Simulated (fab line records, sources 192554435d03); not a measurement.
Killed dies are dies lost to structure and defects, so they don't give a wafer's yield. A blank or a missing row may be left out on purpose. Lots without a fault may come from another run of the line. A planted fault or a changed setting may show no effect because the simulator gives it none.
Split-lot experiment | flow n5_finfet | 7 lots, 21 wafers read, on a route of 1938 steps

THE SPLIT
At N5_BEOL_M8_DESCUM_33 (chemistry O2, time 7 s), the setting time_s was moved away from the recipe's 7 s on 8 of the 21 wafers read, by -15.6% to +18.1%. The other wafers ran this setting at the recipe's value.

FROM THE SPLIT TO THE READING: what the file shows between them, 1 step
- N5_BEOL_M8_ETCH_72: etches underlayer in N2/H2, target depth 6.5 nm, time 5.2 s

THE READING
CAR-EUV_of_BEOL_M8_COAT_22.thk_nm (the simulator's own value, which no gauge read), in nm, at N5_BEOL_M8_ETCH_65 (etches SiARC in CF4, target depth 15.6 nm, time 26 s). The file gives no usual value for it. The 13 wafers here that ran the recipe average 11.2 nm, standard deviation 0.084 nm.

wafer  | tool, chamber at the split | time_s as run, s | against the recipe | CAR-EUV_of_BEOL_M8_COAT_22.thk_nm, nm | against lot-mates on the recipe
L074.1 | rie_diel-02, 0,2           | 7                | recipe             | 11.2                                  | -
L074.5 | rie_diel-02, 0,2           | 7                | recipe             | 11.2                                  | -
L074.6 | rie_diel-02, 1             | 8.264            | +18.1%             | 10.6                                  | -0.6
L083.3 | rie_diel-01, 1,0,3         | 7                | recipe             | 11.2                                  | -
L083.4 | rie_diel-01, 1,0,3         | 7                | recipe             | 11.2                                  | -
L083.5 | rie_diel-01, 1,0,3         | 7                | recipe             | 11                                    | -
L090.2 | rie_diel-02, 0             | 5.906            | -15.6%             | 11.6                                  | +0.5
L090.3 | rie_diel-02, 2             | 7                | recipe             | 11.2                                  | -
L090.6 | rie_diel-02, 2             | 7                | recipe             | 11                                    | -
L095.1 | rie_diel-01, 0             | 7                | recipe             | 11                                    | -
L095.3 | rie_diel-01, 2             | 7                | recipe             | 11.2                                  | -
L095.5 | rie_diel-01, 2             | 7                | recipe             | 11.2                                  | -
L094.1 | rie_diel-02, 0             | 6.473            | -7.5%              | 11.4                                  | +0.2
L094.3 | rie_diel-02, 1             | 6.473            | -7.5%              | 11.4                                  | +0.2
L094.4 | rie_diel-02, 2             | 7                | recipe             | 11.2                                  | -
L097.1 | rie_diel-02, 1             | 6.017            | -14.0%             | 11.8                                  | +0.6
L097.3 | rie_diel-02, 3             | 6.017            | -14.0%             | 11.6                                  | +0.4
L097.5 | rie_diel-02, 1             | 7                | recipe             | 11.2                                  | -
L096.1 | rie_diel-02, 1             | 7                | recipe             | 11.2                                  | -
L096.2 | rie_diel-02, 0             | 6.167            | -11.9%             | 11.6                                  | +0.4
L096.6 | rie_diel-02, 2             | 6.167            | -11.9%             | 11.8                                  | +0.6
Where a row lists several chambers, the file gives one row for several wafers and doesn't say which wafer went through which chamber.

THE FIT
A straight line over all 21 wafers: CAR-EUV_of_BEOL_M8_COAT_22.thk_nm changes by -0.0354 nm for each +1% of time_s; r = -0.94; the points scatter about the line by 0.098 nm.
The same after taking each lot's own level away (the mean of its wafers on the recipe; 21 wafers): -0.0349 nm for each +1%; r = -0.95; scatter 0.085 nm.
On that fit, the largest move of time_s shifts the reading by 0.63 nm.
The lots' own levels span 11.10 to 11.20 nm, that is 1.2 times the standard deviation above.
So the lot-to-lot level changes the slope little: the two slopes agree.
Check: with one of the wafers moved furthest among these (+18.1%) left out of the fit, the line predicts -0.647 nm for it against its lot-mates. It came out at -0.6 nm against them.

OTHER SPLITS ON THESE WAFERS
These wafers also went through other splits before the reading. Each is held against what the fit with the lots' levels taken away leaves over:
other split on the same wafers | wafers away from the commonest value | r with CAR-EUV_of_BEOL_M8_COAT_22.thk_nm (lot level and that fit taken away)
N5_BEOL_M7_EXPOSE_25 dose_mj   | 4                                    | -0.12

THE WHOLE CHAIN: every reading that the file lists as answering this split, in the file's order
step                 | what it does                                                | reading                                                                            | change (the file's fit)                | r (the file's)
N5_BEOL_M8_DESCUM_33 | chemistry O2, time 7 s                                      | CAR-EUV_of_BEOL_M8_COAT_22.thk_nm (the simulator's own value, which no gauge read) | -0.0404 nm for each +1% of the setting | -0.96
N5_BEOL_M8_ETCH_72   | etches underlayer in N2/H2, target depth 6.5 nm, time 5.2 s | CAR-EUV_of_BEOL_M8_COAT_22.thk_nm (the simulator's own value, which no gauge read) | -0.0314 nm for each +1% of the setting | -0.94
N5_BEOL_M8_ETCH_65   | etches SiARC in CF4, target depth 15.6 nm, time 26 s        | CAR-EUV_of_BEOL_M8_COAT_22.thk_nm (the simulator's own value, which no gauge read) | -0.0343 nm for each +1% of the setting | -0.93

THE FILE'S OWN FIT
CAR-EUV_of_BEOL_M8_COAT_22.thk_nm changes by -0.0343 nm for each +1% of time_s, r = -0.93.
